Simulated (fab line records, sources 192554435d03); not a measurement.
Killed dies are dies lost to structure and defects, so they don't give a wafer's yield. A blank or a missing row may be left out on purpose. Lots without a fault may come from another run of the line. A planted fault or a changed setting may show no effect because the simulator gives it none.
fab line records | flow n5_finfet
record lots=4 wafers=12 last_day=18
route steps=1938 shown BEOL_M7@1317 BEOL_M8@1332 PASSIVATION@1936
lots that met no fault: from a run of the same line without faults
start_h: hours from the record's first day to the start of the lot's first wafer shown | wait_h: hours since the lot's step before | " the same as in the row above | L1.1+2: a row that stands for several wafers | - no value, or no start given | * or withheld: withheld | < > ~ a bound
route shown NAME@n: a module of which the file shows steps, and the number in the route of the first | usual: mean/standard deviation of fault-free wafers | same: alike in all rows | chamber/n: place in a boat | sites: the reading at each site | _std_site: their standard deviation | _edge_site: outer sites' mean less inner sites' | radius_mm: how far each site lies from the wafer's centre | mask NAME#n: copy n | behind: the tool/chamber that last shaped the wafer | hold: why the lot was held/for how many hours/how that ended | device: the transistor (n, p or np) that didn't switch | end of line: the same wafers' tests at the end of the route | a step without rows: its recipe alone | killed: dies lost to structure and defects at the first sort, not the wafer's yield | map: a wafer's dies, x killed, . not, _ none there
set.NAME: the setting as run; set.NAME@STEP: as run at that earlier step | model.NAME: the simulator's own value behind a step, which no gauge read
lots at some steps of the route; a table a step, a row a wafer
services: from which hour (start_h, from the record's first day; less than 0 if before it) a tool's chamber was out of use, for how many hours, and why
## steps
# step N5_BEOL_M7_CURE_75
# recipe temp_c=370 time_s=120 ambient=DMADMS/He material=SiCOH_lowk
# step N5_BEOL_M7_DEGAS_44
# recipe ambient=vacuum temp_c=250 time_s=60
# step N5_BEOL_M7_PRE_CLEAN_45
# recipe gas=H2/He time_s=30 temp_c=250
# step N5_BEOL_M7_ALD_77
# recipe material=TaN target_thk_a=20 temp_c=275 ald_precursor_family=PDMAT ald_co_reactant=NH3 pressure_torr=3 carrier_flow_sccm=1500 pulse_time_s=2 purge_time_s=3 co_reactant_purge_time_s=2 co_reactant_pulse_time_s=3 ald_cycles=40 precursor_vessel_temp_c=75 precursor_vessel_pressure_torr=26.25 precursor_vessel_carrier_sccm=1000
# step N5_BEOL_M7_SURFACE_TREAT_79
# recipe gas=Ar time_s=* ion_energy_ev=* ion_current_ma_cm2=0.5 pressure_mtorr=* ar_flow_sccm=30
# step N5_BEOL_M7_CVD_78
# recipe material=Co target_thk_a=20 temp_c=withheld precursor=CCTBA/H2 pressure_torr=30 time_s=142.3
# step N5_BEOL_M7_SPUTTER_48
# recipe material=Cu target_thk_a=100 temp_c=-20 bias_v=60 power_w=26000 chamber_pressure_pa=0.13 time_s=1.667
# step N5_BEOL_M7_ECD_50
# recipe material=Cu target_thk_a=3000
# step N5_BEOL_M7_ANNEAL_51
# recipe temp_c=225 time_s=90 ambient=N2
# step N5_BEOL_M7_CMP_52
# recipe stop_on=SiCOH_lowk t_overpolish_s=6.9 down_force_psi=1 platen_rpm=50 clearing_platen_down_force_psi=1.5 clearing_platen_rpm=50 post_cmp_clean=cu_alkaline target_thk_nm=80 clearing_platen_pad_velocity_m_s=0.99484 pad_velocity_m_s=0.99484
# step N5_BEOL_M7_PRE_CLEAN_55
# recipe gas=NH3 time_s=15 temp_c=withheld rf_power_w=300
# step N5_BEOL_M7_DEP_56
# recipe material=SiCN target_thk_a=100 temp_c=withheld precursor=3MS/NH3 pressure_torr=3 rf_w=202 time_s=17.5
# usual showerhead_plenum_p_Torr=3.667/0.014 throttle_valve_pct=9.3/0.56
# same time_s=17.5
# columns lot.wafer tool chamber start_h wait_h showerhead_plenum_p_Torr throttle_valve_pct
L590.2 pecvd-03 2 243.46 0.0 3.659 8.7
L590.3 " 1 " " 3.679 10.4
L590.6 " 0 " " 3.670 9.0
L591.2 pecvd-03 1 249.13 0.0 3.673 10.3
L591.5 " 2 " " 3.650 8.8
L591.6 " 0 " " 3.658 9.3
L595.2 pecvd-03 2 284.08 0.0 3.656 8.6
L595.4 " 1 " " 3.678 10.2
L595.6 " 0 " " 3.667 9.2
L604.1 pecvd-02 2 351.40 0.0 3.663 8.9
L604.2 " 1 " " 3.668 10.0
L604.6 " 2 " " 3.659 9.0
# step N5_BEOL_M7_INSPECT_58
# recipe inspect_instrument=darkfield mode=post_dep
# usual raw_defect_count=74/28
# columns lot.wafer tool chamber start_h wait_h raw_defect_count
L590.2 defect_inspect-01 - 243.56 0.0 52
L590.3 " - " " 66
L590.6 " - " " 58
L591.2 defect_inspect-02 - 249.23 0.0 976
L591.5 " - " " 855
L591.6 " - " " 852
L595.2 defect_inspect-01 - 284.17 0.0 795
L595.4 " - " " 905
L595.6 " - " " 785
L604.1 defect_inspect-01 - 351.49 0.0 91
L604.2 " - " " 58
L604.6 " - " " 63
# step N5_BEOL_M8_ILD_DEP_00
# recipe material=SiCOH_lowk target_thk_a=1797.5 temp_c=300 precursor=DEMS/porogen pressure_torr=5 rf_w=500 time_s=33.4
# step N5_BEOL_M8_CURE_74
# recipe temp_c=385 time_s=240 ambient=He/Ar material=SiCOH_lowk
# step N5_BEOL_M8_PECVD_70
# recipe material=SiO2 target_thk_a=200 temp_c=400 precursor=TEOS/O2 pressure_torr=5.5 rf_w=450 teos_flow_sccm=53.8 gas=O2 flow_sccm=3000 time_s=22.7
# step N5_BEOL_M8_HM_DEP_02
# recipe material=TiN target_thk_a=200 temp_c=25 chamber_pressure_pa=0.49996
# step N5_BEOL_M8_COAT_59
# recipe resist=SOC temp_c=250 time_s=60 spin_rpm=1500 resist_thk_nm=100
# step N5_BEOL_M8_COAT_60
# recipe resist=SiARC temp_c=220 time_s=60 spin_rpm=1500 resist_thk_nm=35
# step N5_BEOL_M8_COAT_05
# recipe resist=CAR-ArF spin_rpm=1500 resist_thk_nm=90
# step N5_BEOL_M8_EBR_07
# recipe solvent=PGMEA ebr_width_mm=1.5
# step N5_BEOL_M8_SOFTBAKE_06
# recipe temp_c=110 time_s=60 resist=CAR-ArF
# step N5_BEOL_M8_EXPOSE_08
# recipe mask_id=M8 na=1.35 source_shape=dipole sigma_inner=0.817 sigma_outer=0.97 polarization=te dose_mj=68.25
# step N5_BEOL_M8_PEB_09
# recipe peb_temp_c=withheld peb_time_s=60 resist=CAR-ArF
# step N5_BEOL_M8_DEVELOP_10
# recipe develop_time_s=30 developer=TMAH resist=CAR-ArF rinse_liquid=diw dry=air_spin dev_temp_c=23
# step N5_BEOL_M8_INSPECT_13
# recipe mode=adi inspect_instrument=brightfield
# usual raw_defect_count=393/85
# columns lot.wafer tool chamber start_h wait_h raw_defect_count
L590.2 defect_inspect-01 - 246.45 0.0 456
L590.3 " - " " 345
L590.6 " - " " 318
L591.2 defect_inspect-01 - 250.99 0.0 1381
L591.5 " - " " 1194
L591.6 " - " " 1227
L595.2 defect_inspect-02 - 286.74 0.0 1154
L595.4 " - " " 1192
L595.6 " - " " 1155
L604.1 defect_inspect-02 - 353.90 0.0 529
L604.2 " - " " 522
L604.6 " - " " 402
# step N5_BEOL_M8_DESCUM_16
# recipe chemistry=O2 time_s=7.9 source_power_w=50 bias_power_w=20 pressure_mtorr=20 rf_frequency_hz=2.712e+07 temp_c=40 resist=CAR-ArF o2_flow_sccm=225
# step N5_PASSIVATION_PROBE_49
# usual defect_limited_yield=91.1/1.3 killed_at_M0_to_M3=35/11 killed_at_M4_up=13/5.4 killed_at_contacts=14/6.5 killed_at_front_end=41/11 killed_at_other=4/3.1 killed_dies=106/15 killed_on_rim=14/3.7 killed_open=69/12 killed_short=35/7 sort_bin_5_function=5.2/0.86 sort_bin_6_memory=3.4/0.64 sort_n_pass=1074/15 sort_yield_pct=91.0/1.3
# same gross_dies=1180 killed_at_back_side=0 sort_bin_4_leakage[%]=0 sort_bin_8_speed[%]=0
# columns lot.wafer tool chamber start_h wait_h defect_limited_yield[%] killed_at_M0_to_M3 killed_at_M4_up killed_at_contacts killed_at_front_end killed_at_other killed_dies killed_on_rim killed_open killed_short sort_bin_5_function[%] sort_bin_6_memory[%] sort_n_pass sort_yield_pct[%]
L591.2 prober-01 - 316.00 0.1 82.5 29 135 13 27 3 207 17 56 24 10.6 4.0 973 82.5
L591.5 prober-01 - 316.15 0.2 81.0 7 140 18 48 11 224 22 67 24 12.2 3.7 956 81.0
L591.6 prober-01 - 316.20 0.3 88.4 8 79 11 31 8 137 22 51 18 7.2 2.0 1043 88.4
L595.2 prober-01 - 352.70 0.1 78.7 41 148 12 45 5 251 27 82 31 13.0 5.3 929 78.7
L595.4 prober-01 - 352.80 0.2 79.7 21 151 11 55 2 240 27 70 32 12.2 4.9 940 79.7
L595.6 prober-01 - 352.90 0.3 84.7 20 86 18 54 3 181 29 76 30 9.9 3.6 999 84.7
# killed by level:class
L591.2 BEOL_M7:unspecified=127 BEOL_M3:geometric_particle:open=11 FIN_SAQP:geometric_particle:open=9 MOL_CONTACT_COAG:geometric_particle:open=9 BEOL_M0_SAQP:geometric_particle:short=7 DUMMY_GATE:geometric_particle:open=5 MOL_CONTACT_COAG:geometric_particle:short=4 STI_FIN_REVEAL:geometric_particle:open=3
L591.5 BEOL_M7:unspecified=133 MOL_CONTACT_COAG:geometric_particle:open=14 STI_FIN_REVEAL:geometric_particle:open=13 FIN_SAQP:geometric_particle:open=12 STI_FIN_REVEAL:geometric_particle:short=5 MOL_CONTACT_COAG:geometric_particle:short=4 BEOL_M3:geometric_particle:open=4 STARTING-WAFER:geometric_particle:short=4
L591.6 BEOL_M7:unspecified=66 FIN_SAQP:geometric_particle:open=6 MOL_CONTACT_COAG:geometric_particle:open=6 STI_FIN_REVEAL:geometric_particle:open=4 GATE_CUT:geometric_particle:short=4 MOL_CONTACT_COAG:geometric_particle:short=4 BEOL_M7:geometric_particle:open=4 PAD_METAL:geometric_particle:short=4
L595.2 BEOL_M7:unspecified=133 BEOL_M2:geometric_particle:open=18 FIN_SAQP:geometric_particle:open=15 MOL_CONTACT_COAG:geometric_particle:open=10 BEOL_M0_SAQP:geometric_particle:open=9 STI_FIN_REVEAL:geometric_particle:open=8 BEOL_M0_SAQP:geometric_particle:short=7 FIN_SAQP:geometric_particle:short=6
L595.4 BEOL_M7:unspecified=135 FIN_SAQP:geometric_particle:short=15 FIN_SAQP:geometric_particle:open=14 MOL_CONTACT_COAG:geometric_particle:open=11 STI_FIN_REVEAL:geometric_particle:open=10 BEOL_M2:geometric_particle:open=7 BEOL_M0_SAQP:geometric_particle:open=6 BEOL_M0_SAQP:geometric_particle:short=4
L595.6 BEOL_M7:unspecified=72 STI_FIN_REVEAL:geometric_particle:open=19 MOL_CONTACT_COAG:geometric_particle:open=11 FIN_SAQP:geometric_particle:open=10 FIN_SAQP:geometric_particle:short=7 MOL_CONTACT_COAG:geometric_particle:short=7 BEOL_M2:geometric_particle:open=7 BEOL_M0:geometric_particle:open=5
# map L591.5 (x killed, . not)
_________________.x.....x....________________
______________........x........._____________
___________.x.x.xx.................__________
__________x.x...x.x................._________
________.xxxxxxxxx............x......._______
_______xxxxxxxxxxx............x....x...______
______xxxxxxxxxxxxxx......xx...x....x..._____
_____xxxxxxxxxxxxxx....x.....x......x....____
____xxxxxxxxxxxxxxxx..x.........x...x.....___
___xx..xxxxxxxxxxxxxx.......x..............__
___..x.xxxxxxxxxxxx.........x............x.__
__....xxxxxxxxxxxxxx................x...x..._
__..x.xxxxxxxxxxxx.x........................_
_....xxx.x.x.x...xx...x...x..................
_..............x.......x...................x.
_..x.......x..x.......x.x....................
_..x............................x.........x..
_................x...............x.........x.
_........x.......x..x.x....x...x......x......
_..........x....................x............
_....x..........................x.x..........
__x...................................x....._
__....x..x..x......x........................_
___.x.......................x...xx...x.....__
___........................................__
____..x................x.............x..x.___
_____....xx.....x..x..........x....x..x..____
______.............x...................._____
_______x...................xxx.x.......______
________....x.x.xx......x............._______
__________..................x......._________
___________........................__________
______________.........x.x...xx._____________
_________________............________________
# map L595.2 (x killed, . not)
_________________............________________
______________....x...x...x....._____________
___________x............xx.....x...__________
__________x.xx.xxx....x...x.xxx.x..._________
________xxxxxxxxx..x.........x....x.x._______
_______xxxxxxxxxxx..x..x....x..........______
______xxxxxxxxxxxx..............x......._____
_____xxxxxxxxxxxxxx.x..................x.____
____x.xxxxxxxxxxxxxx...x........x.......x.___
___...xxxxxxxxxxxx.....x....x..............__
___x..xxxxxxxxxxxx.x.x.....................__
__.....xxxxxxxxxxx.x.............x......x..._
__x..xx..xxxxxxxxx........x..x......x......._
_.....x.xx.xxxx..xx...........x...x.x.....x..
_...x.xxx.xxxxxx.................x...........
_...x.............................x..........
_..x..x............x......x..................
_.x......x......x...........x.xx.............
_........x...................xx...x.......x.x
_..................x..........x.x............
_..xx....................x..........x........
__............x.......x........x....x......._
__x....x.....x........xx...........x...x...._
___.....x.....x......x..........x....x..x..__
___....x........................x.......xx.__
____x.....x...x.......x.......x...........___
_____......x..........x..................____
______..x..............................._____
_______...x..............xx.......xx...______
________.x....x.x............x........_______
__________..........x.......xx.x.x.x_________
___________........x......x..x..x..__________
______________..x.....x........._____________
_________________....x.......________________
## services
# columns tool chamber start_h hours kind
pecvd-03 - 252.74 1.0 repair
pecvd-03 2 259.89 - calibration
pecvd-03 0 295.41 5.5 scheduled_down
pecvd-02 0 336.68 2.1 scheduled_down
pecvd-03 1 350.43 5.5 scheduled_down
## key
first_sign step=N5_BEOL_M7_INSPECT_58 reading=raw_defect_count direction=up sigmas=28 usual=74 struck=861
effect step=N5_BEOL_M8_INSPECT_13 reading=raw_defect_count direction=up sigmas=9.7 usual=393 struck=1217
effect step=N5_PASSIVATION_PROBE_49 reading=killed_at_M4_up direction=up sigmas=20 usual=13 struck=123
more_kills_born_at N5_BEOL_M7_DEP_56@pecvd-03=666
met_at N5_BEOL_M7_DEP_56
struck_wafers L591.2,L591.5,L591.6,L595.2,L595.4,L595.6
onset_between 243.46 249.13
fault kind=chamber_particle_source tool=pecvd-03 chamber=- onset_h=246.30 steps=N5_BEOL_M7_DEP_56 rate_per_visit_cm2=1.2096 end_h=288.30
